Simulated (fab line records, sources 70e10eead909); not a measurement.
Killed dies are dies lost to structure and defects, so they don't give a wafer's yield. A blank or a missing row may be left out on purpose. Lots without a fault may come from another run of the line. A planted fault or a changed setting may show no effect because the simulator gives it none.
Chamber matching | flow nand_harc | NHARC_A_WL_FILL_ALD_00 on ald_hk-01: 4 sister chambers
The step deposits Al2O3, target thk 3 nm, pulse time 3 s, ald cycles 30. 4 wafers are shown with their chamber, then 8 later ones without.

WAFERS WITH THEIR CHAMBER
wafer  | chamber | heater_power_w (W)
L184.1 | 2       | 524
L187.5 | 0       | 457
L189.3 | 3       | 482
L196.1 | 1       | 445

WAFERS WITHOUT THEIR CHAMBER
wafer  | heater_power_w (W)
L196.3 | 531
L196.5 | 442
L197.3 | 486
L197.4 | 459
L197.5 | 532
L201.3 | 497
L201.4 | 433
L201.6 | 522

WHICH CHAMBER EACH WENT THROUGH
wafer  | from the rows above     | in truth
L196.3 | 2                       | 2
L196.5 | can't be placed: 1 or 0 | 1
L197.3 | 3                       | 3
L197.4 | can't be placed: 0 or 1 | 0
L197.5 | 2                       | 2
L201.3 | can't be placed: 3 or 2 | 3
L201.4 | can't be placed: 1 or 0 | 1
L201.6 | 2                       | 2
Placed correctly: 4 of 8. Can't be placed from these rows: 4 (the true chamber is among the candidates in 4). Placed wrongly: 0.
How it was worked out, from the rows above alone: a wafer's distance from a chamber is the root of the sum, over the readings, of the square of ((its reading less the chamber's mean) divided by the reading's scatter). The wafer belongs to the nearest chamber; if the next one is less than 2 further off, it can't be placed. A chamber's mean is the mean of its shown wafers. The scatter: with one shown wafer a chamber, the root of the mean of the squares of how far each hidden wafer lies from its nearest shown one.
